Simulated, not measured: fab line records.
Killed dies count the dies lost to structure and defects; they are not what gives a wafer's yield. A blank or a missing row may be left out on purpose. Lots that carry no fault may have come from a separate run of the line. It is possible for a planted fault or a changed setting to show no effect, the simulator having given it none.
Which tool was responsible?	flow n5-finfet	Sampling: 10 lots, 27 wafers, 4 of 1938 route steps

WHAT THE GAUGES READ, wafer by wafer
N5_BEOL_M4_RC_MEAS_101.
lot	measured	on	DIBL_N (mV/V)	DIBL_P (mV/V)	IOFF_N (nA/um)	IOFF_P (nA/um)	ION_N (uA/um)	ION_P (uA/um)	RC_DENSE_P (ohm.um)	RC_P (ohm.um)	REXT_P (ohm.um)	SS_N (mV/dec)	SS_P (mV/dec)	VT_N (mV)	VT_P (mV)	VT_P_LVT (mV)
L808	day 7 21:32	prober-01	35.2 33.2 33.7	35.4 33.1 34.3	0.146 0.118 0.132	0.20 0.16 0.19	668 661 667	470 461 458	24.1 23.7 24.1	19.6 19.3 19.6	100.3 101.7 101.0	71.2 70.4 71.0	73.2 73.0 72.7	252 254 252	-250 -253 -250	-96 -99 -97
L809	day 8 05:31	prober-01	33.3 35.7 35.2	32.2 35.4 34.4	0.102 0.135 0.136	0.17 0.20 0.20	653 654 666	460 456 459	23.3 23.8 23.1	19.0 19.2 18.9	101.4 102.7 103.1	70.6 72.1 71.4	72.2 73.7 72.7	256 254 254	-253 -251 -249	-102 -100 -101
L814	day 9 11:20	prober-02	39.3 36.9 38.1	39.6 36.2 36.6	0.205 0.154 0.160	0.27 0.21 0.21	676 662 662	471 456 455	23.8 23.8 23.5	19.5 19.6 19.3	101.2 103.3 100.5	72.0 71.2 71.5	75.0 74.1 74.0	248 254 254	-247 -253 -254	-96 -99 -99
L815	day 9 17:29	prober-01	36.7 38.2 37.4	35.6 37.2 36.1	0.160 0.192 0.167	0.20 0.23 0.21	682 669 680	462 458 463	23.1 23.5 23.7	18.6 19.0 19.1	98.4 98.5 99.3	72.3 71.8 71.4	72.7 73.3 73.8	249 245 247	-252 -249 -249	-101 -98 -100
L818	day 10 11:10	prober-02	32.3 34.6 34.7	32.4 35.4 35.3	0.112 0.156 0.142	0.19 0.23 0.22	658 682 660	462 467 459	24.8 24.1 25.2	20.0 19.6 20.5	101.8 101.3 103.5	70.2 71.0 71.6	72.7 73.5 73.2	254 250 252	-249 -247 -247	-101 -97 -98
L819	day 10 20:08	prober-01	39.2 32.8 35.6	38.8 30.8 34.7	0.220 0.107 0.146	0.28 0.16 0.21	699 658 670	477 465 463	23.9 24.0 23.7	19.4 19.3 19.3	98.1 97.8 97.5	72.1 70.5 71.4	74.7 72.3 73.2	243 254 252	-247 -252 -252	-92 -97 -95
L821	day 11 03:14	prober-01	36.4 34.0 35.7	37.6 35.2 37.5	0.171 0.133 0.155	0.28 0.25 0.28	694 680 688	480 485 480	23.1 23.1 22.8	18.6 18.7 18.6	98.2 97.1 96.9	71.3 70.9 71.4	73.8 73.3 74.7	248 249 248	-240 -243 -244	-93 -94 -92
L823	day 11 14:01	prober-02	38.0 33.9	37.3 34.5	0.202 0.133	0.15 0.16	691 667	433 457	30.1 23.4	24.3 19.1	130.7 102.5	72.0 70.4	74.0 73.4	245 251	-261 -256	-108 -104
L825	day 12 10:09	prober-02	38.8 37.9	36.7 36.2	0.179 0.163	0.16 0.22	675 672	432 460	31.4 24.4	25.5 19.6	128.2 98.5	71.9 71.2	73.3 72.9	249 251	-259 -249	-108 -98
L827	day 13 02:05	prober-02	35.9 34.5	34.1 33.9	0.145 0.125	0.14 0.18	662 662	426 463	28.8 23.9	23.7 19.6	125.0 97.5	71.1 71.1	72.7 72.5	250 252	-261 -252	-111 -101

WHICH TOOL RAN EACH LOT (tool, then ch and the chambers of the sampled wafers, then the start)
lot	N5_SD_EPI_P_ETCH_47	N5_BEOL_M4_ANNEAL_93	N5_BEOL_M4_SPUTTER_96
L808	rie-diel-05 ch 0,1, day 3 07:07	pvd-sputter-01, day 7 19:47	pvd-sputter-01, day 7 20:08
L809	rie-diel-05 ch 0,1, day 3 13:20	pvd-sputter-03, day 8 03:50	pvd-sputter-03, day 8 04:12
L814	rie-diel-05 ch 0,2,3, day 4 18:34	pvd-sputter-02, day 9 09:51	pvd-sputter-02, day 9 10:13
L815	rie-diel-05 ch 0,2,3, day 5 05:29	pvd-sputter-02, day 9 15:17	pvd-sputter-02, day 9 15:38
L818	rie-diel-05 ch 2,3, day 5 19:11	pvd-sputter-01, day 10 09:24	pvd-sputter-01, day 10 09:46
L819	rie-diel-05 ch 0,1,2, day 5 23:26	pvd-sputter-01, day 10 18:38	pvd-sputter-01, day 10 19:00
L821	rie-diel-05 ch 1,2,3, day 6 13:25	pvd-sputter-01, day 11 01:26	pvd-sputter-01, day 11 01:48
L823	rie-diel-05 ch 2,3, day 7 06:50	pvd-sputter-01, day 11 12:34	pvd-sputter-01, day 11 12:56
L825	rie-diel-05 ch 1, day 7 15:50	pvd-sputter-02, day 12 08:37	pvd-sputter-02, day 12 09:01
L827	rie-diel-05 ch 0,3, day 8 00:39	pvd-sputter-02, day 13 00:05	pvd-sputter-02, day 13 00:25
- N5_SD_EPI_P_ETCH_47: etches SiOCN in CH3F/O2, target depth 25 nm.
- N5_BEOL_M4_ANNEAL_93: time 240 s.
- N5_BEOL_M4_SPUTTER_96: material Cu, target thk 4.5 nm, time 8.29 s.

AS READ BY THE TOOLS THEMSELVES (means over the sampled wafers that have a number; for cases with no such wafer, the mark the record gives instead)
N5_SD_EPI_P_ETCH_47.
lot	tool	drypump-motor-current-A (A)	oes-product-au (a.u.)	rf-fwd-power-W (W)	rf-vpp-V (V)	showerhead-plenum-p-Torr (Torr)	throttle-valve-pct (%)
L808	rie-diel-05	5.5	0.76	406.5	125.6	2.03	16.19
L809	rie-diel-05	5.5	0.75	407.1	125.7	2.03	16.18
L814	rie-diel-05	6.1	0.84	406.9	126.2	1.99	16.18
L815	rie-diel-05	6.1	0.84	407.9	126.4	1.99	16.18
L818	rie-diel-05	6.4	0.86	407.7	127.2	1.94	16.15
L819	rie-diel-05	5.8	0.82	407.9	125.1	1.99	16.20
L821	rie-diel-05	6.1	0.85	408.5	125.0	1.94	16.17
L823	rie-diel-05	6.4	0.86	407.6	127.0	1.95	16.19
L825	rie-diel-05	5.6	0.77	409.3	124.0	1.93	16.19
L827	rie-diel-05	5.9	0.76	407.0	127.4	1.99	16.21

N5_BEOL_M4_ANNEAL_93.
lot	tool	heater-power-w (W)
L808	pvd-sputter-01	836
L809	pvd-sputter-03	833
L814	pvd-sputter-02	842
L815	pvd-sputter-02	849
L818	pvd-sputter-01	802
L819	pvd-sputter-01	841
L821	pvd-sputter-01	761
L823	pvd-sputter-01	820
L825	pvd-sputter-02	884
L827	pvd-sputter-02	796

N5_BEOL_M4_SPUTTER_96.
lot	tool	chuck-sensor-temp-C (C)	throttle-valve-pct (%)
L808	pvd-sputter-01	-15.7	30.0
L809	pvd-sputter-03	-15.3	29.0
L814	pvd-sputter-02	-15.4	29.2
L815	pvd-sputter-02	-15.8	29.4
L818	pvd-sputter-01	-15.8	30.5
L819	pvd-sputter-01	-16.0	30.8
L821	pvd-sputter-01	-15.7	30.7
L823	pvd-sputter-01	-15.8	30.0
L825	pvd-sputter-02	-15.8	29.2
L827	pvd-sputter-02	-15.6	29.0

THE ANSWER, worked out from the rows above alone
Rule: what is usual is taken from the lots themselves. The widest of any qualifying gaps counts: lots, ordered by their means at a reading, are off when they make up no more than a third of the lots, leave a main group of 4 or more, and stand apart from it by 3 or more times the standard deviation of that group's means. A main group is skipped when, at the precision printed for the reading in the tables above, its means are all equal. A lot without any number at a reading at which 4 lots or more have one is off too. All remaining lots with rows at the step are treated as sound. First the gauges in route order, then the tools' own readings, where a lot's mean is used as printed above. The first step at which some lot is off is used, and at that step the reading that is off furthest; a lot without a number counts as furthest.
Off: L823, L825, L827, seen at N5_BEOL_M4_RC_MEAS_101 (REXT_P). The main group: mean 100.2 ohm.um, standard deviation 2.
If a tool, at a process step before that reading, ran all the lots that are off and no sound lot after the first of them, it fits. Those tools and the gauges at N5_BEOL_M4_RC_MEAS_101 are tried in the same way. Undecided on this evidence; 2 tools fit (rie-diel-05 at N5_SD_EPI_P_ETCH_47, prober-02 at N5_BEOL_M4_RC_MEAS_101).

WHAT THE SIMULATOR HAD PUT IN
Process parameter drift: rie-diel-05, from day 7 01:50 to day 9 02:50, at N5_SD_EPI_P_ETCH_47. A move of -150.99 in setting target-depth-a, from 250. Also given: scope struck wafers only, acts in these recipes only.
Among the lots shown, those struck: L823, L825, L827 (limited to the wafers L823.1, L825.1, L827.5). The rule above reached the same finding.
